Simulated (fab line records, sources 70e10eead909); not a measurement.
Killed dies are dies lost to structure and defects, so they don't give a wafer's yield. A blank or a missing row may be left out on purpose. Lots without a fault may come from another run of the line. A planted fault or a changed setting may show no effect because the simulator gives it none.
A struck lot beside a sound one | flow nand_harc | 15 steps out of a route of 1159
Sound: wafers L609.2, L609.3, L609.6. Struck: wafer L620.6. (L620.3, L620.5 of the same lot were not struck and are left out.) The cause comes at the end.
At each step with rows: each side's tool, then ch and its chambers, then its first start. Under that, the readings that differ: sound wafers | struck wafers | difference of the means | sigmas: that difference in standard deviations of wafers without a fault.
alike: readings whose means differ by less than 2 such deviations, and words and numbers that are the same on both sides. not compared: withheld readings, readings that some wafer has no value for, bounds like >300 that may hide the same value, and numbers for which the record gives no deviation and whose values overlap.
The two part at a step that has a row with sigmas, a row that says differs or no value, or rows on one side only. Numbers that don't overlap but have no deviation are shown without sigmas and don't part them. A reading that every wafer of one side lacks parts them only if that side has two wafers or more.

first, 5 steps without rows for these wafers: NHARC_A_BONDPAD_SOFTBAKE_04 (time 70 s); NHARC_A_BONDPAD_EBR_05; NHARC_A_BONDPAD_EXPOSE_06 (exposes mask A BPAD); NHARC_A_BONDPAD_PEB_07 (peb time 80 s); NHARC_A_BONDPAD_DEVELOP_08 (time 50 s).
NHARC_A_BONDPAD_CD_MEAS_09: target cd 500 nm.
  sound on cd_sem-01 ch 0, day 18 10:10; struck on cd_sem-02 ch 0, day 21 04:05
  reading    | sound             | struck | difference | sigmas
  cd_nm (nm) | 499.9 498.6 498.7 | 495.4  | -3.7       | -2
NHARC_A_BONDPAD_OVL_MEAS_35:
  sound on overlay-01, day 18 10:16; struck on overlay-02, day 21 04:10
  alike: overlay_x_nm, overlay_y_nm
then, 1 step without rows for these wafers: NHARC_A_BONDPAD_HARDBAKE_10 (time 65 s).
NHARC_A_BONDPAD_DESCUM_11: chemistry O2, time 3 s.
  sound on rie_diel-02 ch 0,1,3, day 18 10:24; struck on rie_diel-09 ch 0, day 21 04:17
  alike: drypump_motor_current_A, oes_product_au, rf_vpp_V, showerhead_plenum_p_Torr, throttle_valve_pct
  not compared: rf_hours_counter_h
NHARC_A_BONDPAD_ETCH_34: etches the open film in N2/H2, target depth 60 nm, overetch 18 nm, time 65.91 s.
  sound on rie_diel-02 ch 0,1,2, day 18 10:29; struck on rie_diel-09 ch 3, day 21 04:23
  reading                         | sound             | struck | difference | sigmas
  oes_product_au (a.u.)           | 1.020 1.009 1.007 | 0.981  | -0.031     | -2
  rf_vpp_V (V)                    | 429.3 431.4 436.1 | 426.7  | -5.6       | -2
  showerhead_plenum_p_Torr (Torr) | 2.00 2.06 2.21    | 1.92   | -0.17      | -2
  alike: drypump_motor_current_A, throttle_valve_pct
  not compared: rf_hours_counter_h
NHARC_A_BONDPAD_ETCH_12: etches the open film in CHF3/O2, target depth 220 nm, time 110 s.
  sound on rie_diel-02 ch 2,3; struck on rie_diel-09 ch 1
  reading                         | sound                | struck | difference | sigmas
  rf_vpp_V (V)                    | 371.2 374.5 371.2    | 367.6  | -4.7       | -3
  showerhead_plenum_p_Torr (Torr) | 2.39 2.59 2.39       | 2.27   | -0.19      | -2
  throttle_valve_pct (%)          | 20.567 20.569 20.570 | 20.587 | +0.018     | +2
  alike: drypump_motor_current_A, oes_product_au
  not compared: rf_hours_counter_h
NHARC_A_BONDPAD_CD_MEAS_13:
  sound on cd_sem-02, day 18 10:42; struck on cd_sem-01, day 21 04:37
  alike: cd_nm
NHARC_A_BONDPAD_STRIP_15: strips in O2.
  sound on rie_diel-09 ch 0,1, day 18 10:46; struck on rie_diel-09 ch 0, day 21 04:44
  reading                        | sound             | struck | difference | sigmas
  chamber_pressure_mTorr (mTorr) | 60.09 60.03 60.05 | 53.98  | -6.08      | -99 or more
  alike: drypump_motor_current_A, oes_product_au, rf_vpp_V, showerhead_plenum_p_Torr, throttle_valve_pct
  not compared: rf_hours_counter_h
NHARC_A_BONDPAD_ETCH_24: etches the open film in CF4/N2, target depth 30 nm, time 72.99 s.
  sound on rie_diel-09 ch 1,2,3; struck on rie_diel-09 ch 1
  alike: drypump_motor_current_A, oes_product_au, rf_vpp_V, showerhead_plenum_p_Torr, throttle_valve_pct
  not compared: rf_hours_counter_h
NHARC_END_SORT_01:
  the record has rows for the struck wafers here (prober-02 ch 0, day 22 18:34) and none for the sound ones

WHERE THEY PART
First at NHARC_A_BONDPAD_CD_MEAS_09; last, within this record, at NHARC_END_SORT_01.

WHY: what the simulator had put in
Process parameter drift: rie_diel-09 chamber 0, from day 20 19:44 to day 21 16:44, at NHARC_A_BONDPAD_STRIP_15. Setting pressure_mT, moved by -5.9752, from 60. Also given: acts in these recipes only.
